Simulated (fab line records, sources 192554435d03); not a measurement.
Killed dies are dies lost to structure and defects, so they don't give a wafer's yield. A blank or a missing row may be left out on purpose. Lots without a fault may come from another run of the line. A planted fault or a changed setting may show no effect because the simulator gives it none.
One fault seen from 2 desks | flow n5_finfet | each desk has only its own numbers; what lay behind them comes last

THE METROLOGY DESK
What the gauges read, lot by lot, whatever tool the lot ran on: means of the sampled wafers that have a number. A lot is out of limits, marked OUT, if its mean lies more than 4 standard deviations from the usual mean; the brackets give that distance. Of its 11 readings 7 are shown: those that lie furthest out on some lot.
Columns: A = V1_OVL at N5_BEOL_M2_OVL_MEAS_29, usual 0.3 nm; B = DIBL_N at N5_BEOL_M4_RC_MEAS_101, usual 36.3 mV/V; C = DIBL_P at N5_BEOL_M4_RC_MEAS_101, usual 36.4 mV/V; D = IOFF_P at N5_BEOL_M4_RC_MEAS_101, usual 0.22 nA/um; E = ION_P at N5_BEOL_M4_RC_MEAS_101, usual 463 uA/um; F = SS_P at N5_BEOL_M4_RC_MEAS_101, usual 73.3 mV/dec; G = VT_P at N5_BEOL_M4_RC_MEAS_101, usual -250 mV
lot  | first seen here | A    | B    | C    | D    | E   | F    | G
L739 | day 7 16:39     | 1.6  | 34.2 | 34.1 | 0.20 | 466 | 72.8 | -250
L745 | day 8 20:13     | 0.6  | 37.0 | 39.2 | 0.27 | 476 | 74.2 | -247
L746 | day 9 01:41     | 0.8  | 38.2 | 38.7 | 0.32 | 478 | 73.7 | -242
L749 | day 10 05:58    | -0.2 | 36.0 | 35.8 | 0.25 | 473 | 73.2 | -245
L751 | day 10 10:41    | 0.8  | 35.3 | 37.0 | 0.22 | 459 | 73.5 | -249
L753 | day 11 10:51    | 0.8  | 34.4 | 34.9 | 0.19 | 459 | 73.6 | -252
L754 | day 11 13:13    | 0.2  | 35.4 | 34.8 | 0.21 | 466 | 73.0 | -249
L760 | day 12 15:21    | -0.4 | 36.9 | 37.8 | 0.19 | 458 | 73.3 | -252
L761 | day 12 16:35    | 0.6  | 36.2 | 35.5 | 0.22 | 461 | 72.9 | -250
This desk's finding: nothing out of limits on any of the 9 lots.

THE TOOL OWNER'S DESK: ald_sin-03
The tool's own readings at N5_BEOL_M2_ALD_98 (deposits SiO2, target thk 2.5 nm, pulse time 1 s, co reactant pulse time 1 s): means of the sampled wafers that have a number, for each lot that ran on this tool. A lot is out of limits, marked OUT, if its mean lies more than 4 standard deviations from the usual mean; the brackets give that distance.
Columns: A = heater_power_outer_w at N5_BEOL_M2_ALD_98, usual 42 W; B = heater_power_w at N5_BEOL_M2_ALD_98, usual 80 W; C = precursor_pulse_height_rel at N5_BEOL_M2_ALD_98, usual 0.999; D = susceptor_temp_C at N5_BEOL_M2_ALD_98, usual 100.01 C
lot  | first seen here | A  | B  | C     | D
L739 | day 7 17:03     | 36 | 73 | 1.021 | 99.92
L751 | day 10 10:54    | 41 | 80 | 0.991 | 99.96
L753 | day 11 11:31    | 43 | 85 | 0.981 | 103.64 (+28) OUT
L754 | day 11 13:41    | 44 | 88 | 1.015 | 103.57 (+27) OUT
This desk's finding: out of limits on L753, L754; first on L753, day 11 11:31 (susceptor_temp_C at N5_BEOL_M2_ALD_98). In limits: L739, L751.

PUT TOGETHER
The tool owner's desk could have raised an alarm at day 11 11:31, on L753, L754.
The metrology desk saw nothing out of limits.
The metrology desk has L753, L754 on record, within its limits.
Of the lots named, all ran N5_BEOL_M2_ALD_98 on ald_sin-03.

WHAT THE SIMULATOR HAD PUT IN
Process parameter drift: ald_sin-03, from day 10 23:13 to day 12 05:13, at N5_BEOL_M2_ALD_98. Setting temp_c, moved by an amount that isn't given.
Lots struck among those shown: L753, L754.
Hours from the fault's start to each desk's first reading out of limits: the tool owner's desk, 12.
